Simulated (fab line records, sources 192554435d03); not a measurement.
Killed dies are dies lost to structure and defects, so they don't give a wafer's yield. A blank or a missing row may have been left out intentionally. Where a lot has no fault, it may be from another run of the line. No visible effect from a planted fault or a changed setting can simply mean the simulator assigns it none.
Split-lot trial	flow n5_finfet	7 lots, 21 wafers read, on a route of 1938 steps

## THE SPLIT
At N5_BEOL_M9_DESCUM_16 (chemistry O2, time 7.9 s), the setting time_s was moved away from the recipe's 7.9 s on 4 of the 21 wafers read, by -18.3% to +11.8%. All remaining wafers had this setting at the recipe value.

There is no step in the file separating the split from the reading.

## THE READING
CAR-ArF_of_BEOL_M9_COAT_05.thk_nm (the simulator's own value, which no gauge read), in nm, at N5_BEOL_M9_ETCH_61 (etches SiARC in CF4, target depth 39 nm, time 65 s). There is no usual value for it anywhere in the file. Average 55.4 nm, standard deviation 0.35 nm, over the 17 wafers here run with the recipe.

wafer	tool, chamber at the split	time_s as run, s	against the recipe	CAR-ArF_of_BEOL_M9_COAT_05.thk_nm, nm	against lot-mates on the recipe
L074.1	rie_diel-03, 0,3	7.9	recipe	55.4	-
L074.4	rie_diel-03, 0,3	7.9	recipe	55.6	-
L074.6	rie_diel-03, 0	7.9	recipe	55.2	-
L078.1	rie_diel-03, 3,2	7.9	recipe	55.4	-
L078.2	rie_diel-03, 2	7.9	recipe	55.4	-
L078.6	rie_diel-03, 3,2	7.9	recipe	55.2	-
L079.1	rie_diel-03, 2	7.152	-9.5%	55.6	+0.3
L079.2	rie_diel-03, 3	7.9	recipe	55.2	-
L079.6	rie_diel-03, 3	7.9	recipe	55.4	-
L085.1	rie_diel-03, 3	7.175	-9.2%	56.2	+0.4
L085.3	rie_diel-03, 0,1	7.9	recipe	55.8	-
L085.5	rie_diel-03, 0,1	7.9	recipe	55.8	-
L094.4	rie_diel-04, 3	7.9	recipe	55.4	-
L094.5	rie_diel-04, 3	7.9	recipe	55.6	-
L094.6	rie_diel-04, 2	7.9	recipe	55.2	-
L093.1	rie_diel-03, 2	7.9	recipe	56	-
L093.4	rie_diel-03, 3	7.9	recipe	56.2	-
L093.6	rie_diel-03, 1	6.456	-18.3%	57	+0.9
L095.1	rie_diel-04, 3	7.9	recipe	54.8	-
L095.2	rie_diel-04, 2	7.9	recipe	55	-
L095.6	rie_diel-04, 0	8.834	+11.8%	54.2	-0.7
Where a row lists several chambers, the file gives one row for several wafers and doesn't say which wafer went through which chamber.

FIT RESULTS
A straight line over all 21 wafers: CAR-ArF_of_BEOL_M9_COAT_05.thk_nm changes by -0.081 nm for each +1% of time_s; r = -0.79; the points scatter about the line by 0.36 nm.
The same after taking each lot's own level away (the mean of its wafers on the recipe; 21 wafers): -0.0488 nm for each +1%; r = -0.92; scatter 0.12 nm.
According to that fit, moving time_s by its largest amount changes the reading by 0.89 nm.
Across the lots, their own levels run from 54.90 to 56.10 nm, a range of 3.5 times the standard deviation given above.
So the lot-to-lot level blurs the effect unless lot-mates are compared.
Check: for one of the wafers moved furthest among these (-18.3%), held out of the fit, the line's prediction against its lot-mates is +0.852 nm. Against them it came out at +0.9 nm.

## THE OTHER SPLITS THESE WAFERS WENT THROUGH
Before the reading, these wafers also passed through other splits. Each is held against what the fit with the lots' levels taken away leaves over:
other split on the same wafers	wafers away from the commonest value	r with CAR-ArF_of_BEOL_M9_COAT_05.thk_nm (lot level and that fit taken away)
N5_BEOL_M8_EXPOSE_25 dose_mj	3	-0.26
N5_BEOL_M8_ETCH_65 source_w	8	-0.29

## THE WHOLE CHAIN: every reading that the file lists as answering this split, in the file's order
step	what it does	reading	change (the file's fit)	r (the file's)
N5_BEOL_M9_DESCUM_16	chemistry O2, time 7.9 s	CAR-ArF_of_BEOL_M9_COAT_05.thk_nm (the simulator's own value, which no gauge read)	-0.0507 nm for each +1% of the setting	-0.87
N5_BEOL_M9_ETCH_61	etches SiARC in CF4, target depth 39 nm, time 65 s	CAR-ArF_of_BEOL_M9_COAT_05.thk_nm (the simulator's own value, which no gauge read)	-0.0482 nm for each +1% of the setting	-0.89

## FILE'S OWN FIT
CAR-ArF_of_BEOL_M9_COAT_05.thk_nm changes by -0.0482 nm for each +1% of time_s, r = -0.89.
